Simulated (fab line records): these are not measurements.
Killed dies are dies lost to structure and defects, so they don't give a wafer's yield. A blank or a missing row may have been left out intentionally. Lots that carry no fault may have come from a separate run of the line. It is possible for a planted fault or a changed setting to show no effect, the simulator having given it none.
Split-lot trial | flow n5_finfet | route with 1938 steps; 7 lots, 21 wafers read

## THE SPLIT ITSELF
At N5_BEOL_M0_ETCH_109 (etches SiCN in CH3F/O2, target depth 8 nm, overetch 2.4 nm, time 27.4 s), the setting bias_w was moved away from the recipe's 75 W on 3 of the 21 wafers read, by -14.4% to -8.9%. All remaining wafers had this setting at the recipe value.

The split's own step is where the reading is taken.

## THE READING
rf_vpp_V, in V, at N5_BEOL_M0_ETCH_109 (etches SiCN in CH3F/O2, target depth 8 nm, overetch 2.4 nm, time 27.4 s). Fault-free wafers of this fab line usually give 297.2 V, standard deviation 1.8 V.

wafer  | tool, chamber at the split | bias_w as run, W | against the recipe | rf_vpp_V, V | against lot-mates on the recipe
L077.2 | rie_diel-03, 3             | 75               | recipe             | 299.1       | -
L077.3 | rie_diel-03, 1             | 75               | recipe             | 298.7       | -
L077.4 | rie_diel-03, 2             | 75               | recipe             | 297.0       | -
L080.2 | rie_diel-03, 0             | 75               | recipe             | 293.3       | -
L080.4 | rie_diel-03, 1             | 75               | recipe             | 298.6       | -
L080.5 | rie_diel-03, 2             | 68.31            | -8.9%              | 280.0       | -16.0
L084.1 | rie_diel-04, 2             | 75               | recipe             | 294.5       | -
L084.2 | rie_diel-04, 0             | 75               | recipe             | 298.9       | -
L084.4 | rie_diel-04, 1             | 75               | recipe             | 296.7       | -
L085.2 | rie_diel-05, 3             | 75               | recipe             | 299.1       | -
L085.4 | rie_diel-05, 2             | 75               | recipe             | 293.7       | -
L085.5 | rie_diel-05, 3             | 75               | recipe             | 299.8       | -
L087.2 | rie_diel-05, 3             | 75               | recipe             | 299.6       | -
L087.3 | rie_diel-05, 0             | 75               | recipe             | 297.5       | -
L087.5 | rie_diel-05, 2             | 64.18            | -14.4%             | 265.9       | -32.7
L091.1 | rie_diel-04, 0             | 75               | recipe             | 300.8       | -
L091.4 | rie_diel-04, 3             | 65.75            | -12.3%             | 272.6       | -26.1
L091.6 | rie_diel-04, 2             | 75               | recipe             | 296.6       | -
L090.2 | rie_diel-04, 0             | 75               | recipe             | 299.2       | -
L090.3 | rie_diel-04, 1             | 75               | recipe             | 295.4       | -
L090.5 | rie_diel-04, 0             | 75               | recipe             | 300.0       | -

FIT RESULTS
A straight line over all 21 wafers: rf_vpp_V changes by +2.11 V for each +1% of bias_w; r = +0.97; the points scatter about the line by 2.2 V.
The same after taking each lot's own level away (the mean of its wafers on the recipe; 21 wafers): +2.13 V for each +1%; r = +0.98; scatter 2.1 V.
According to that fit, moving bias_w by its largest amount changes the reading by 31 V.
The lots' own levels span 295.95 to 298.70 V, that is 1.5 times the standard deviation above.
Consequently the slope shifts little with the lot-to-lot level, the two slopes agreeing.
Check: -28.9 V against its lot-mates is what the line predicts for one of the wafers moved furthest among these (-14.4%) when that wafer is left out of the fit. It came out at -32.7 V against them.
Tool readings at the split's step, against how far the setting was moved: rf_vpp_V r = +0.97.

## OTHER SPLITS APPLIED TO THESE WAFERS
Note: prior to the reading, these wafers also went through further splits. Each is held against what the fit with the lots' levels taken away leaves over:
other split on the same wafers            | wafers away from the commonest value | r with rf_vpp_V (lot level and that fit taken away)
N5_MOL_CONTACT_COAG_ETCH_110 bias_w       | 7                                    | -0.20
N5_MOL_CONTACT_COAG_COAT_64 spin_rpm      | 12                                   | +0.11
N5_MOL_CONTACT_COAG_COAT_34 spin_rpm      | 9                                    | +0.04
N5_BEOL_M0_SAQP_SPACER1_ALD_98 ald_cycles | 4                                    | -0.16
N5_BEOL_M0_ETCH_138 bias_w                | 4                                    | +0.14

## FILE'S OWN FIT
rf_vpp_V changes by +2.12 V for each +1% of bias_w, r = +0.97.
